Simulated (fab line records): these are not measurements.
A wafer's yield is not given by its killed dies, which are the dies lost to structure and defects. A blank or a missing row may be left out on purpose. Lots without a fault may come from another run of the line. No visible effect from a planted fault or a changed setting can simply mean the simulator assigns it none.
Which tool was responsible? + flow n5 finfet + Sampling: 24 lots, 72 wafers, 6 of 1938 route steps

## WHAT THE GAUGES SHOWED, per wafer
N5_BEOL_M5_INSPECT_58: inspects for defects (darkfield).
| lot  | measured     | on                | raw defect count |
|------|--------------|-------------------|------------------|
| L075 | day 8 06:50  | defect inspect-02 | 71 72 98         |
| L074 | day 8 11:46  | defect inspect-02 | 99 104 80        |
| L076 | day 9 02:54  | defect inspect-02 | 101 80 133       |
| L077 | day 9 05:24  | defect inspect-01 | 92 104 88        |
| L079 | day 9 13:38  | defect inspect-01 | 77 82 71         |
| L078 | day 9 17:58  | defect inspect-01 | 87 56 97         |
| L080 | day 9 19:37  | defect inspect-01 | 65 63 68         |
| L081 | day 10 00:28 | defect inspect-01 | 36 37 55         |
| L082 | day 10 08:31 | defect inspect-02 | 64 70 66         |
| L083 | day 10 11:23 | defect inspect-01 | 55 91 74         |
| L084 | day 11 00:36 | defect inspect-01 | 78 81 88         |
| L087 | day 11 15:48 | defect inspect-02 | 31 44 65         |
| L085 | day 11 22:05 | defect inspect-01 | 66 78 74         |
| L086 | day 11 22:50 | defect inspect-01 | 43 37 63         |
| L088 | day 12 16:39 | defect inspect-02 | 98 51 66         |
| L089 | day 12 17:08 | defect inspect-02 | 67 111 64        |
| L091 | day 12 19:49 | defect inspect-01 | 59 113 125       |
| L090 | day 12 22:35 | defect inspect-02 | 106 103 112      |
| L092 | day 12 22:46 | defect inspect-01 | 71 89 81         |
| L093 | day 13 00:34 | defect inspect-01 | 126 111 182      |
| L094 | day 13 04:30 | defect inspect-01 | 65 90 90         |
| L095 | day 13 19:49 | defect inspect-01 | 86 65 97         |
| L096 | day 14 00:44 | defect inspect-01 | 39 62 68         |
| L097 | day 14 11:14 | defect inspect-01 | 58 63 58         |

N5_BEOL_M6_CD_MEAS_18: pitch 80 nm, target cd 40 nm.
| lot  | measured     | on        | cd nm (nm)     |
|------|--------------|-----------|----------------|
| L075 | day 8 09:30  | cd sem-02 | 40.3 40.9 39.7 |
| L074 | day 8 15:05  | cd sem-02 | 39.4 39.6 38.9 |
| L076 | day 9 05:17  | cd sem-01 | 39.9 39.9 39.8 |
| L077 | day 9 08:43  | cd sem-03 | 39.3 40.3 38.7 |
| L079 | day 9 16:34  | cd sem-03 | 40.6 41.8 40.0 |
| L078 | day 9 20:43  | cd sem-01 | 40.5 38.6 41.3 |
| L080 | day 9 21:51  | cd sem-01 | 39.4 39.0 39.1 |
| L081 | day 10 02:07 | cd sem-03 | 40.4 40.4 40.8 |
| L082 | day 10 10:35 | cd sem-02 | 38.4 39.4 39.3 |
| L083 | day 10 14:08 | cd sem-01 | 39.6 40.1 39.7 |
| L084 | day 11 03:37 | cd sem-02 | 40.1 40.8 39.7 |
| L087 | day 11 21:38 | cd sem-02 | 40.3 39.6 41.3 |
| L085 | day 12 01:01 | cd sem-01 | 41.0 39.4 40.3 |
| L086 | day 12 01:34 | cd sem-03 | 39.6 40.4 40.0 |
| L088 | day 12 22:34 | cd sem-02 | 38.9 38.5 38.9 |
| L089 | day 12 22:49 | cd sem-03 | 40.4 40.9 39.5 |
| L091 | day 12 23:10 | cd sem-02 | 39.4 40.3 40.6 |
| L090 | day 13 01:07 | cd sem-02 | 38.8 39.2 39.6 |
| L092 | day 13 01:55 | cd sem-01 | 40.9 39.3 40.9 |
| L093 | day 13 02:57 | cd sem-01 | 39.4 38.6 38.7 |
| L094 | day 13 06:21 | cd sem-03 | 39.7 40.0 39.2 |
| L095 | day 13 23:29 | cd sem-03 | 40.7 39.3 40.8 |
| L096 | day 14 04:10 | cd sem-03 | 39.7 38.8 39.7 |
| L097 | day 14 14:55 | cd sem-02 | 39.6 39.8 41.3 |

N5_BEOL_M6_INSPECT_30: inspects for defects (brightfield).
| lot  | measured     | on                | raw defect count |
|------|--------------|-------------------|------------------|
| L075 | day 8 09:54  | defect inspect-01 | 438 343 458      |
| L074 | day 8 15:48  | defect inspect-01 | 487 483 526      |
| L076 | day 9 05:49  | defect inspect-02 | 329 336 476      |
| L077 | day 9 09:06  | defect inspect-02 | 653 552 429      |
| L079 | day 9 17:00  | defect inspect-02 | 468 486 503      |
| L078 | day 9 23:04  | defect inspect-01 | 288 279 392      |
| L080 | day 9 23:14  | defect inspect-02 | 535 364 342      |
| L081 | day 10 02:38 | defect inspect-01 | 590 550 373      |
| L082 | day 10 10:59 | defect inspect-01 | 395 337 311      |
| L083 | day 10 14:32 | defect inspect-01 | 281 363 411      |
| L084 | day 11 05:05 | defect inspect-02 | 440 377 451      |
| L087 | day 11 23:16 | defect inspect-01 | 264 253 386      |
| L085 | day 12 02:55 | defect inspect-01 | 382 438 380      |
| L086 | day 12 02:44 | defect inspect-01 | 397 416 365      |
| L088 | day 12 23:07 | defect inspect-01 | 435 331 511      |
| L089 | day 12 23:13 | defect inspect-02 | 302 418 332      |
| L091 | day 13 00:37 | defect inspect-01 | 380 358 455      |
| L090 | day 13 01:38 | defect inspect-01 | 564 493 400      |
| L092 | day 13 02:58 | defect inspect-01 | 304 415 400      |
| L093 | day 13 03:20 | defect inspect-02 | 660 634 722      |
| L094 | day 13 06:55 | defect inspect-01 | 396 401 402      |
| L095 | day 14 00:11 | defect inspect-02 | 516 559 526      |
| L096 | day 14 05:01 | defect inspect-02 | 318 402 439      |
| L097 | day 14 18:19 | defect inspect-02 | 390 327 316      |

N5_BEOL_M7_OVL_MEAS_12.
| lot  | measured     | on         | M7_OVL (nm)    |
|------|--------------|------------|----------------|
| L075 | day 8 16:12  | overlay-02 | 1.7 0.3 0.7    |
| L074 | day 9 00:40  | overlay-02 | 0.2 0.4 1.0    |
| L076 | day 9 12:23  | overlay-01 | -0.6 -0.2 -0.1 |
| L077 | day 9 15:28  | overlay-01 | 0.1 0.5 0.8    |
| L079 | day 9 21:28  | overlay-02 | 1.2 1.2 1.8    |
| L078 | day 10 03:36 | overlay-02 | -0.5 -1.6 -0.5 |
| L080 | day 10 04:55 | overlay-01 | 0.0 -1.0 -0.3  |
| L081 | day 10 08:17 | overlay-01 | -1.0 -0.3 0.0  |
| L082 | day 10 15:37 | overlay-01 | -0.6 -0.8 -0.5 |
| L083 | day 10 20:22 | overlay-02 | 0.9 0.1 -0.7   |
| L084 | day 11 11:52 | overlay-01 | 0.6 0.8 0.7    |
| L087 | day 12 05:08 | overlay-02 | 0.2 0.4 -0.3   |
| L085 | day 12 09:50 | overlay-01 | 0.4 -0.5 -0.1  |
| L086 | day 12 08:59 | overlay-02 | -0.9 -0.2 -0.7 |
| L088 | day 13 04:20 | overlay-02 | 0.5 0.9 0.2    |
| L089 | day 13 04:37 | overlay-02 | -0.1 0.3 0.1   |
| L091 | day 13 05:02 | overlay-02 | -0.2 0.3 0.3   |
| L090 | day 13 06:44 | overlay-02 | -0.8 0.3 0.3   |
| L092 | day 13 07:28 | overlay-01 | 1.0 -0.4 -0.3  |
| L093 | day 13 07:52 | overlay-01 | 1.3 -0.4 0.0   |
| L094 | day 13 12:00 | overlay-02 | -1.2 -1.1 -0.4 |
| L095 | day 14 06:34 | overlay-01 | 1.6 0.8 0.6    |
| L096 | day 14 11:16 | overlay-02 | 2.0 0.8 0.5    |
| L097 | day 15 01:46 | overlay-01 | 0.1 1.3 -0.2   |

## WHICH TOOL RAN EACH LOT (tool, then ch and the chambers of the sampled wafers, then the start)
| lot  | N5_BEOL_M6_DESCUM_16               | N5_BEOL_M6_ANNEAL_51             |
|------|------------------------------------|----------------------------------|
| L075 | rie diel-03 ch 2,3, day 8 09:02    | rtp anneal-01 ch 0, day 8 13:04  |
| L074 | rie diel-04 ch 1,2,3, day 8 14:37  | rtp anneal-02 ch 0, day 8 20:30  |
| L076 | rie diel-03 ch 1,2, day 9 04:50    | rtp anneal-01 ch 0, day 9 09:01  |
| L077 | rie diel-05 ch 0,1, day 9 08:07    | rtp anneal-02 ch 0, day 9 11:56  |
| L079 | rie diel-05 ch 0,1,3, day 9 16:04  | rtp anneal-02 ch 0, day 9 19:04  |
| L078 | rie diel-03 ch 0,2,3, day 9 20:16  | rtp anneal-02 ch 0, day 10 01:44 |
| L080 | rie diel-03 ch 0,1, day 9 21:22    | rtp anneal-01 ch 0, day 10 02:31 |
| L081 | rie diel-04 ch 2,3, day 10 01:38   | rtp anneal-01 ch 0, day 10 04:44 |
| L082 | rie diel-03 ch 0,1,3, day 10 10:01 | rtp anneal-01 ch 0, day 10 13:35 |
| L083 | rie diel-04 ch 0,1,3, day 10 13:32 | rtp anneal-01 ch 0, day 10 18:06 |
| L084 | rie diel-03 ch 0,3, day 11 03:02   | rtp anneal-01 ch 0, day 11 08:10 |
| L087 | rie diel-04 ch 0,1,3, day 11 21:10 | rtp anneal-02 ch 0, day 12 01:43 |
| L085 | rie diel-05 ch 0,2,3, day 12 00:34 | rtp anneal-01 ch 0, day 12 06:22 |
| L086 | rie diel-03 ch 0,1, day 12 01:06   | rtp anneal-02 ch 0, day 12 06:14 |
| L088 | rie diel-03 ch 1,2, day 12 22:03   | rtp anneal-02 ch 0, day 13 01:59 |
| L089 | rie diel-04 ch 1,2, day 12 22:22   | rtp anneal-02 ch 0, day 13 02:23 |
| L091 | rie diel-03 ch 0,2,3, day 12 22:43 | rtp anneal-02 ch 0, day 13 02:43 |
| L090 | rie diel-05 ch 0,1,3, day 13 00:39 | rtp anneal-01 ch 0, day 13 04:48 |
| L092 | rie diel-05 ch 0,2, day 13 01:26   | rtp anneal-02 ch 0, day 13 05:07 |
| L093 | rie diel-05 ch 0,1,3, day 13 02:29 | rtp anneal-01 ch 0, day 13 05:34 |
| L094 | rie diel-03 ch 1,2,3, day 13 05:48 | rtp anneal-01 ch 0, day 13 09:46 |
| L095 | rie diel-05 ch 1,2, day 13 23:02   | rtp anneal-02 ch 0, day 14 03:41 |
| L096 | rie diel-05 ch 0,2,3, day 14 03:43 | rtp anneal-01 ch 0, day 14 07:12 |
| L097 | rie diel-04 ch 0,1,2, day 14 14:26 | rtp anneal-01 ch 0, day 14 21:21 |
- N5_BEOL_M6_DESCUM_16: chemistry O2, time 7.9 s.
- N5_BEOL_M6_ANNEAL_51: time 90 s.

## WHAT THE TOOLS THEMSELVES READ (means of the sampled wafers that have a number; where no wafer has one, the mark that the record gives instead)
N5_BEOL_M6_DESCUM_16.
| lot  | tool        | bias power w (W) | drypump motor current A (A) | oes product au (a.u.) | rf vpp V (V) | showerhead plenum p Torr (Torr) | throttle valve pct (%) |
|------|-------------|------------------|-----------------------------|-----------------------|--------------|---------------------------------|------------------------|
| L075 | rie diel-03 | 20.00            | 5.4                         | 0.84                  | 243.7        | 2.14                            | 20.51                  |
| L074 | rie diel-04 | 19.95            | 5.7                         | 0.82                  | 243.1        | 2.09                            | 20.62                  |
| L076 | rie diel-03 | 20.04            | 6.0                         | 0.77                  | 244.0        | 2.14                            | 20.65                  |
| L077 | rie diel-05 | 20.01            | 5.8                         | 0.78                  | 242.1        | 2.05                            | 20.60                  |
| L079 | rie diel-05 | 20.01            | 5.7                         | 0.77                  | 242.2        | 2.08                            | 20.71                  |
| L078 | rie diel-03 | 20.07            | 5.6                         | 0.84                  | 242.7        | 2.11                            | 20.46                  |
| L080 | rie diel-03 | 19.99            | 6.0                         | 0.92                  | 241.9        | 2.08                            | 20.34                  |
| L081 | rie diel-04 | 20.01            | 5.8                         | 0.82                  | 242.5        | 2.10                            | 20.76                  |
| L082 | rie diel-03 | 20.07            | 5.9                         | 0.88                  | 244.1        | 2.10                            | 20.42                  |
| L083 | rie diel-04 | 19.96            | 5.4                         | 0.77                  | 242.8        | 2.10                            | 20.54                  |
| L084 | rie diel-03 | 20.01            | 5.6                         | 0.88                  | 244.0        | 2.10                            | 20.38                  |
| L087 | rie diel-04 | 20.02            | 5.5                         | 0.86                  | 242.5        | 2.10                            | 20.43                  |
| L085 | rie diel-05 | 19.97            | 5.7                         | 0.70                  | 242.6        | 2.07                            | 20.77                  |
| L086 | rie diel-03 | 20.02            | 6.1                         | 0.83                  | 243.1        | 2.10                            | 20.50                  |
| L088 | rie diel-03 | 19.96            | 6.0                         | 0.84                  | 243.3        | 2.13                            | 20.55                  |
| L089 | rie diel-04 | 20.03            | 5.4                         | 0.83                  | 242.3        | 2.04                            | 20.72                  |
| L091 | rie diel-03 | 20.00            | 5.5                         | 0.89                  | 244.3        | 2.10                            | 20.35                  |
| L090 | rie diel-05 | 20.02            | 5.7                         | 0.74                  | 243.0        | 2.07                            | 20.75                  |
| L092 | rie diel-05 | 19.98            | 5.8                         | 0.70                  | 242.2        | 2.04                            | 20.66                  |
| L093 | rie diel-05 | 20.03            | 5.7                         | 0.74                  | 242.2        | 2.07                            | 20.76                  |
| L094 | rie diel-03 | 20.01            | 5.7                         | 0.86                  | 243.5        | 2.13                            | 20.50                  |
| L095 | rie diel-05 | 20.03            | 5.3                         | 0.76                  | 243.4        | 2.13                            | 20.77                  |
| L096 | rie diel-05 | 20.01            | 5.7                         | 0.69                  | 242.6        | 2.07                            | 20.79                  |
| L097 | rie diel-04 | 19.97            | 5.2                         | 0.80                  | 243.3        | 2.06                            | 20.65                  |

N5_BEOL_M6_ANNEAL_51.
| lot  | tool          | wafer_temp_C_max |
|------|---------------|------------------|
| L075 | rtp anneal-01 | 225.5            |
| L074 | rtp anneal-02 | 226.3            |
| L076 | rtp anneal-01 | 225.8            |
| L077 | rtp anneal-02 | 226.4            |
| L079 | rtp anneal-02 | 226.6            |
| L078 | rtp anneal-02 | 226.5            |
| L080 | rtp anneal-01 | 225.7            |
| L081 | rtp anneal-01 | 225.3            |
| L082 | rtp anneal-01 | 225.5            |
| L083 | rtp anneal-01 | 225.4            |
| L084 | rtp anneal-01 | 225.5            |
| L087 | rtp anneal-02 | 226.5            |
| L085 | rtp anneal-01 | 225.0            |
| L086 | rtp anneal-02 | 226.2            |
| L088 | rtp anneal-02 | 226.3            |
| L089 | rtp anneal-02 | 226.5            |
| L091 | rtp anneal-02 | 226.5            |
| L090 | rtp anneal-01 | 225.5            |
| L092 | rtp anneal-02 | 226.6            |
| L093 | rtp anneal-01 | 225.4            |
| L094 | rtp anneal-01 | 225.3            |
| L095 | rtp anneal-02 | 226.6            |
| L096 | rtp anneal-01 | 225.4            |
| L097 | rtp anneal-01 | 225.5            |

## THE ANSWER, worked out from the rows above alone
Rule: usual is defined by the lots themselves. The widest of any qualifying gaps counts: lots, ordered by their means at a reading, are off when they make up no more than a third of the lots, leave a main group of 4 or more, and stand apart from it by 3 or more times the standard deviation of that group's means. The tables above print the reading to a certain number of digits; a main group whose means all agree to those digits is not used. A lot without any number at a reading at which 4 lots or more have one is off too. Where the step has rows for the other lots, those lots are counted as sound. The gauges are gone through in route order, then the tools' own readings, and for those a lot's mean is taken as printed above. At the first step where some lot is off, the reading lying furthest off is the one used; lots without a number count as furthest.
No lot is off at any reading shown: from this, nothing can be told.

## WHAT THE SIMULATOR HAD PUT IN
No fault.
